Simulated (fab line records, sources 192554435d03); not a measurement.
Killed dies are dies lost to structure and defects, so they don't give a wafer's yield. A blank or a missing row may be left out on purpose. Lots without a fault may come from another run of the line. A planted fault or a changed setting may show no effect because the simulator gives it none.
Which tool did it? | flow n5_finfet | 9 lots, 27 wafers sampled, at 6 steps of a route of 1938

WHAT THE GAUGES READ, wafer by wafer
N5_WELL_APT_CD_MEAS_25: target cd 200 nm. Usual: cd_nm 199.8 nm, standard deviation 1.6.
lot  | measured    | on        | cd_nm (nm)        | flag
L428 | day 1 21:14 | cd_sem-01 | 198.9 198.7 199.0 |
L431 | day 2 15:13 | cd_sem-03 | 198.0 199.1 198.4 |
L436 | day 3 21:54 | cd_sem-03 | 202.3 201.1 200.6 |
L437 | day 4 02:56 | cd_sem-02 | 200.5 199.9 201.7 |
L438 | day 4 09:23 | cd_sem-01 | 199.3 199.0 197.5 |
L439 | day 4 15:01 | cd_sem-03 | 200.1 199.7 198.8 |
L444 | day 5 20:48 | cd_sem-03 | 200.1 199.0 200.2 |
L449 | day 7 03:11 | cd_sem-02 | 201.2 203.0 201.3 |
L450 | day 7 08:52 | cd_sem-01 | 199.6 198.7 200.0 |

N5_PMOS_HMC_CHANNEL_EPI_THK_MEAS_22. Usual: HMC_CMP_THK 53.9 nm, standard deviation 0.6.
lot  | measured    | on            | HMC_CMP_THK (nm) | flag
L428 | day 2 01:57 | film_metro-01 | 54.1 55.0 54.5   |
L431 | day 2 20:13 | film_metro-01 | 53.5 54.6 54.5   |
L436 | day 4 03:10 | film_metro-02 | 53.2 53.5 53.8   |
L437 | day 4 07:46 | film_metro-02 | 53.0 54.0 52.8   |
L438 | day 4 14:22 | film_metro-02 | 54.4 53.6 54.2   |
L439 | day 4 19:49 | film_metro-01 | 52.8 54.6 53.5   |
L444 | day 6 01:21 | film_metro-01 | 53.6 54.0 53.3   |
L449 | day 7 09:06 | film_metro-01 | 54.7 54.5 53.4   |
L450 | day 7 14:25 | film_metro-01 | 54.0 54.6 54.1   |

N5_BEOL_M4_RC_MEAS_101. Usual: DIBL_N 36.1 mV/V, standard deviation 1.3; DIBL_P 36.1 mV/V, standard deviation 1.7; IOFF_N 0.154 nA/um, standard deviation 0.022; IOFF_P 0.201 nA/um, standard deviation 0.024; ION_N 675 uA/um, standard deviation 8.9; ION_P 462 uA/um, standard deviation 5.9; SS_N 71.5 mV/dec, standard deviation 0.49; SS_P 73.3 mV/dec, standard deviation 0.58; VT_N 250.0 mV, standard deviation 2.7; VT_P -251.3 mV, standard deviation 2.7.
lot  | measured     | on        | DIBL_N (mV/V)  | DIBL_P (mV/V)  | IOFF_N (nA/um)    | IOFF_P (nA/um)    | ION_N (uA/um) | ION_P (uA/um) | SS_N (mV/dec)  | SS_P (mV/dec)  | VT_N (mV)         | VT_P (mV)            | flag
L428 | day 8 02:04  | prober-02 | 34.0 33.7 33.8 | 33.8 33.7 33.5 | 0.133 0.128 0.129 | 0.171 0.170 0.167 | 662 672 662   | 449 464 456   | 71.7 71.9 71.2 | 72.9 73.1 72.6 | 250.9 254.0 252.7 | -255.2 -254.0 -255.0 |
L431 | day 8 19:33  | prober-01 | 36.1 35.2 34.5 | 37.1 35.6 35.4 | 0.179 0.158 0.144 | 0.224 0.199 0.200 | 685 682 669   | 463 461 465   | 71.1 71.2 71.1 | 73.4 73.2 73.5 | 247.2 248.8 252.7 | -246.5 -250.6 -250.5 |
L436 | day 10 15:41 | prober-02 | 35.2 35.0 36.8 | 34.1 35.0 36.7 | 0.136 0.151 0.176 | 0.174 0.192 0.218 | 662 672 679   | 452 460 462   | 71.4 71.7 71.6 | 72.9 73.4 74.1 | 253.5 252.1 247.8 | -250.5 -250.9 -250.6 |
L437 | day 10 18:28 | prober-01 | 36.3 37.7 34.9 | 35.6 37.2 33.8 | 0.127 0.162 0.116 | 0.182 0.205 0.165 | 662 672 664   | 455 460 455   | 71.1 71.3 70.9 | 72.7 74.0 72.9 | 252.8 249.4 253.7 | -253.7 -252.9 -253.3 |
L438 | day 11 19:52 | prober-02 | 36.7 34.8 35.8 | 37.2 33.9 36.8 | 0.167 0.126 0.159 | 0.223 0.174 0.221 | 682 671 686   | 467 460 473   | 71.5 70.7 71.5 | 73.8 72.4 73.1 | 245.8 251.2 247.0 | -248.0 -251.6 -249.2 |
L439 | day 11 19:35 | prober-01 | 36.0 37.1 36.7 | 34.7 35.7 35.4 | 0.144 0.161 0.161 | 0.203 0.215 0.209 | 673 672 679   | 466 463 466   | 70.5 71.2 71.0 | 72.4 73.2 73.3 | 249.2 249.9 249.1 | -247.3 -250.3 -251.8 |
L444 | day 12 23:49 | prober-02 | 36.5 36.1 35.8 | 37.5 37.5 37.1 | 0.156 0.160 0.146 | 0.221 0.216 0.205 | 674 676 665   | 468 470 464   | 71.2 72.1 72.0 | 73.8 72.7 72.9 | 251.3 251.1 253.0 | -248.6 -247.2 -247.0 |
L449 | day 14 07:29 | prober-02 | 38.7 37.4 36.1 | 39.5 38.0 36.4 | 0.196 0.174 0.147 | 0.268 0.247 0.211 | 696 681 670   | 478 470 464   | 72.4 72.2 71.9 | 73.9 73.6 73.0 | 244.5 245.3 251.1 | -245.7 -248.8 -247.4 |
L450 | day 14 10:37 | prober-01 | 35.0 35.0 35.9 | 35.5 36.1 36.4 | 0.129 0.136 0.141 | 0.156 0.168 0.169 | 667 678 677   | 456 460 462   | 71.1 71.8 72.3 | 73.3 72.9 73.3 | 251.5 249.9 250.5 | -255.6 -253.4 -256.6 |

WHICH TOOL RAN EACH LOT (tool, then ch and the chambers of the sampled wafers, then the start)
lot  | N5_ZERO_LAYER_ETCH_18           | N5_ZERO_LAYER_STRIP_24              | N5_WELL_APT_DESCUM_13
L428 | rie_si-01 ch 0,1,2, day 1 19:02 | plasma_asher-02 ch 0,1, day 1 19:13 | rie_diel-02 ch 1,2,3, day 1 20:04
L431 | rie_si-01 ch 0,1, day 2 12:47   | plasma_asher-02 ch 0,1, day 2 12:54 | rie_diel-01 ch 0,1,3, day 2 14:02
L436 | rie_si-01 ch 0,2,3, day 3 19:45 | plasma_asher-01 ch 0,1, day 3 19:52 | rie_diel-01 ch 0,2,3, day 3 20:44
L437 | rie_si-01 ch 0,1,3, day 4 00:55 | plasma_asher-02 ch 0,1, day 4 01:01 | rie_diel-01 ch 1,2,3, day 4 01:46
L438 | rie_si-01 ch 0,1,3, day 4 06:55 | plasma_asher-01 ch 0,1, day 4 07:02 | rie_diel-06 ch 0,2, day 4 07:59
L439 | rie_si-03 ch 1,2, day 4 12:53   | plasma_asher-01 ch 0,1, day 4 12:59 | rie_diel-01 ch 0,1,2, day 4 13:44
L444 | rie_si-03 ch 1,3, day 5 18:47   | plasma_asher-01 ch 0,1, day 5 18:54 | rie_diel-01 ch 0,2, day 5 19:46
L449 | rie_si-03 ch 0,1, day 7 01:09   | plasma_asher-01 ch 0,1, day 7 01:16 | rie_diel-02 ch 1,2,3, day 7 02:02
L450 | rie_si-01 ch 0,1,2, day 7 06:51 | plasma_asher-02 ch 0,1, day 7 06:58 | rie_diel-06 ch 2,3, day 7 07:43
- N5_ZERO_LAYER_ETCH_18: etches Si in HBr/Cl2, target depth 120 nm, time 40 s.
- N5_ZERO_LAYER_STRIP_24: strips in O2.
- N5_WELL_APT_DESCUM_13: chemistry O2, time 7.9 s.

WHAT THE TOOLS THEMSELVES READ (means of the sampled wafers that have a number; where no wafer has one, the mark that the record gives instead)
N5_ZERO_LAYER_ETCH_18. Usual: drypump_motor_current_A 5.8 A, standard deviation 0.42; oes_product_au 0.999 a.u., standard deviation 0.02; throttle_valve_pct 36.39 %, standard deviation 0.22.
lot  | tool      | drypump_motor_current_A (A) | oes_product_au (a.u.) | throttle_valve_pct (%) | flag
L428 | rie_si-01 | 5.6                         | 0.996                 | 36.42                  |
L431 | rie_si-01 | 5.4                         | 0.984                 | 36.27                  |
L436 | rie_si-01 | 5.9                         | 1.005                 | 36.56                  |
L437 | rie_si-01 | 5.7                         | 1.020                 | 36.38                  |
L438 | rie_si-01 | 5.7                         | 1.013                 | 36.39                  |
L439 | rie_si-03 | 6.1                         | 1.017                 | 36.47                  |
L444 | rie_si-03 | 5.6                         | 1.014                 | 36.40                  |
L449 | rie_si-03 | 6.3                         | 1.006                 | 36.56                  |
L450 | rie_si-01 | 5.6                         | 0.997                 | 36.44                  |

N5_ZERO_LAYER_STRIP_24. Usual: drypump_motor_current_A 5.8 A, standard deviation 0.47; heater_power_w 338 W, standard deviation 37; oes_product_au 0.647 a.u., standard deviation 0.0048; strip_time_to_endpoint_s 43.91 s, standard deviation 0.068.
lot  | tool            | drypump_motor_current_A (A) | heater_power_w (W) | oes_product_au (a.u.) | strip_time_to_endpoint_s (s) | flag
L428 | plasma_asher-02 | 5.9                         | 313                | 0.648                 | 43.82                        |
L431 | plasma_asher-02 | 5.9                         | 305                | 0.645                 | 43.88                        |
L436 | plasma_asher-01 | 5.7                         | 371                | 0.646                 | 43.91                        |
L437 | plasma_asher-02 | 5.9                         | 312                | 0.645                 | 43.06                        | OFF
L438 | plasma_asher-01 | 5.7                         | 366                | 0.643                 | 43.15                        | OFF
L439 | plasma_asher-01 | 6.0                         | 356                | 0.650                 | 43.93                        |
L444 | plasma_asher-01 | 6.0                         | 344                | 0.644                 | 43.89                        |
L449 | plasma_asher-01 | 6.0                         | 352                | 0.646                 | 44.01                        |
L450 | plasma_asher-02 | 5.7                         | 315                | 0.642                 | 43.97                        |

N5_WELL_APT_DESCUM_13. Usual: drypump_motor_current_A 5.7 A, standard deviation 0.38; oes_product_au 0.76 a.u., standard deviation 0.1; rf_vpp_V 243.0 V, standard deviation 1.1; showerhead_plenum_p_Torr 2.08 Torr, standard deviation 0.054; throttle_valve_pct 20.43 %, standard deviation 0.27.
lot  | tool        | drypump_motor_current_A (A) | oes_product_au (a.u.) | rf_vpp_V (V) | showerhead_plenum_p_Torr (Torr) | throttle_valve_pct (%) | flag
L428 | rie_diel-02 | 5.6                         | 0.73                  | 243.0        | 2.11                            | 20.34                  |
L431 | rie_diel-01 | 5.7                         | 0.71                  | 243.3        | 2.08                            | 20.65                  |
L436 | rie_diel-01 | 5.8                         | 0.77                  | 243.7        | 2.06                            | 20.37                  |
L437 | rie_diel-01 | 5.9                         | 0.79                  | 242.9        | 2.07                            | 20.45                  |
L438 | rie_diel-06 | 5.6                         | 0.75                  | 243.0        | 2.11                            | 20.46                  |
L439 | rie_diel-01 | 5.5                         | 0.76                  | 242.9        | 2.07                            | 20.50                  |
L444 | rie_diel-01 | 5.4                         | 0.74                  | 242.6        | 2.06                            | 20.45                  |
L449 | rie_diel-02 | 5.6                         | 0.87                  | 244.0        | 2.09                            | 20.17                  |
L450 | rie_diel-06 | 6.0                         | 0.78                  | 241.4        | 2.00                            | 20.39                  |

THE ANSWER, worked out from the rows above alone
Rule: a lot is off if the mean of its wafers that have a number lies more than 3 standard deviations from the usual mean. A lot without any number at a reading at which 4 lots or more have one is off too. The other lots that the step has rows for count as sound. The gauges are gone through in route order, then the tools' own readings, and for those a lot's mean is taken as printed above. The first step at which some lot is off is used, and at that step the reading that is off furthest; a lot without a number counts as furthest.
Off: L437, L438, at N5_ZERO_LAYER_STRIP_24 (strip_time_to_endpoint_s).
A tool fits if, at that step or a process step before it, it ran every lot that is off, and no sound lot after the first of them. None of those tried fits.

WHAT THE SIMULATOR HAD PUT IN
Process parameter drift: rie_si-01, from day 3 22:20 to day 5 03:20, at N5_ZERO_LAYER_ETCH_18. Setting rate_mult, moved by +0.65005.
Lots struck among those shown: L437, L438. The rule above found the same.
